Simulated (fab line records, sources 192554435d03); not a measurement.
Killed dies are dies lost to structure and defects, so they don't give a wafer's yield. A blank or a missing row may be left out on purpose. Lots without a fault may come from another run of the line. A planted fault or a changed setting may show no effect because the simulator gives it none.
Chamber matching | flow n5_finfet | N5_BEOL_M6_DEP_56 on pecvd-04: 3 sister chambers
The step deposits SiCN from 3MS/NH3, target thk 10 nm, time 17.5 s. 3 wafers are shown with their chamber, then 7 later ones without.

WAFERS WITH THEIR CHAMBER
wafer  | chamber | throttle_valve_pct (%)
L088.6 | 0       | 9.2
L089.1 | 2       | 8.6
L089.2 | 1       | 9.0

WAFERS WITHOUT THEIR CHAMBER
wafer  | throttle_valve_pct (%)
L089.6 | 9.0
L092.2 | 9.4
L092.3 | 8.5
L092.6 | 9.5
L095.3 | 9.1
L095.5 | 8.3
L095.6 | 8.9

WHICH CHAMBER EACH WENT THROUGH
wafer  | from the rows above          | in truth
L089.6 | can't be placed: 1 or 0      | 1
L092.2 | can't be placed: 0 or 1      | 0
L092.3 | 2                            | 2
L092.6 | can't be placed: 0 or 1      | 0
L095.3 | can't be placed: 0 or 1      | 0
L095.5 | 2                            | 2
L095.6 | can't be placed: 1 or 0 or 2 | 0
Placed correctly: 2 of 7. Can't be placed from these rows: 5 (the true chamber is among the candidates in 5). Placed wrongly: 0.
How it was worked out, from the rows above alone: a wafer's distance from a chamber is the root of the sum, over the readings, of the square of ((its reading less the chamber's mean) divided by the reading's scatter). The wafer belongs to the nearest chamber; if the next one is less than 2 further off, it can't be placed. A chamber's mean is the mean of its shown wafers. The scatter: with one shown wafer a chamber, the root of the mean of the squares of how far each hidden wafer lies from its nearest shown one.
